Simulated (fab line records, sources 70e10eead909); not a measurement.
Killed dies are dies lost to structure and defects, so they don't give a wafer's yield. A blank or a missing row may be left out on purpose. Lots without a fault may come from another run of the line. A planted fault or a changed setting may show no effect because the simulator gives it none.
Chamber matching | flow nand_harc | NHARC_A_STAIRCASE_CMP_472 on cmp-04: 4 sister chambers
The step polishes SiO2. 4 wafers are shown with their chamber, then 11 later ones without.

WAFERS WITH THEIR CHAMBER
wafer  | chamber | motor_current_A (A)
L091.5 | 2       | 10.3
L093.1 | 3       | 15.2
L093.6 | 0       | 13.1
L094.1 | 1       | 10.5

WAFERS WITHOUT THEIR CHAMBER
wafer  | motor_current_A (A)
L094.3 | 10.2
L094.4 | 14.7
L096.1 | 12.1
L096.2 | 10.1
L096.6 | 10.4
L096.3 | 9.8
L096.4 | 15.8
L096.5 | 10.0
L097.1 | 10.0
L097.5 | 13.2
L097.6 | 9.9

WHICH CHAMBER EACH WENT THROUGH
wafer  | from the rows above          | in truth
L094.3 | can't be placed: 2 or 1      | 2
L094.4 | 3                            | 3
L096.1 | can't be placed: 0 or 1 or 2 | 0
L096.2 | can't be placed: 2 or 1      | 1
L096.6 | can't be placed: 1 or 2      | 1
L096.3 | can't be placed: 2 or 1      | 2
L096.4 | 3                            | 3
L096.5 | can't be placed: 2 or 1      | 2
L097.1 | can't be placed: 2 or 1      | 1
L097.5 | 0                            | 0
L097.6 | can't be placed: 2 or 1      | 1
Placed correctly: 3 of 11. Can't be placed from these rows: 8 (the true chamber is among the candidates in 8). Placed wrongly: 0.
How it was worked out, from the rows above alone: a wafer's distance from a chamber is the root of the sum, over the readings, of the square of ((its reading less the chamber's mean) divided by the reading's scatter). The wafer belongs to the nearest chamber; if the next one is less than 2 further off, it can't be placed. A chamber's mean is the mean of its shown wafers. The scatter: with one shown wafer a chamber, the root of the mean of the squares of how far each hidden wafer lies from its nearest shown one.
